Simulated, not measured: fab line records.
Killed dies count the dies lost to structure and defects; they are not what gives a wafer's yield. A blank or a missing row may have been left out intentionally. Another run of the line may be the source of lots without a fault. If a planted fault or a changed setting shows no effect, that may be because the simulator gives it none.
Chamber matching || flow nand harc || NHARC_THIN_TSV_ETCHBACK_48 on rie diel-04: 4 sister chambers
The step etches the open film in C4F8/Ar, target depth 1028.5 nm, time 405.17 s. 4 wafers are shown with their chamber, then 7 later ones without.

## EACH WAFER AND ITS CHAMBER
{"wafer": "L823.5", "chamber": 1, "rf vpp V (V)": 552}
{"wafer": "L823.6", "chamber": 0, "rf vpp V (V)": 543}
{"wafer": "L827.2", "chamber": 2, "rf vpp V (V)": 548}
{"wafer": "L827.3", "chamber": 3, "rf vpp V (V)": 544}

## WAFERS WITH NO CHAMBER GIVEN
{"wafer": "L827.5", "rf vpp V (V)": 545}
{"wafer": "L826.3", "rf vpp V (V)": 546}
{"wafer": "L826.4", "rf vpp V (V)": 549}
{"wafer": "L826.5", "rf vpp V (V)": 543}
{"wafer": "L830.1", "rf vpp V (V)": 546}
{"wafer": "L830.3", "rf vpp V (V)": 544}
{"wafer": "L830.5", "rf vpp V (V)": 547}

## CHAMBER TAKEN BY EACH
{"wafer": "L827.5", "from the rows above": "can't be placed: 3 or 0 or 2", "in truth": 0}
{"wafer": "L826.3", "from the rows above": "can't be placed: 2 or 3 or 0", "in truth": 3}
{"wafer": "L826.4", "from the rows above": "can't be placed: 2 or 1", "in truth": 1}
{"wafer": "L826.5", "from the rows above": "can't be placed: 0 or 3", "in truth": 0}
{"wafer": "L830.1", "from the rows above": "can't be placed: 2 or 3 or 0", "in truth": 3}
{"wafer": "L830.3", "from the rows above": "can't be placed: 3 or 0", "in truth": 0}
{"wafer": "L830.5", "from the rows above": "can't be placed: 2 or 3", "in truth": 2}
Correct placement for 0 of the 7. Can't be placed from these rows: 7 (the true chamber is among the candidates in 7). Number placed wrongly: 0.
How it was worked out, from the rows above alone: a wafer's distance from a chamber is the root of the sum, over the readings, of the square of ((its reading less the chamber's mean) divided by the reading's scatter). The wafer belongs to the nearest chamber; if the next one is less than 2 further off, it can't be placed. For every chamber, the mean is computed from those of its wafers that are shown. The scatter: with one shown wafer a chamber, the root of the mean of the squares of how far each hidden wafer lies from its nearest shown one.
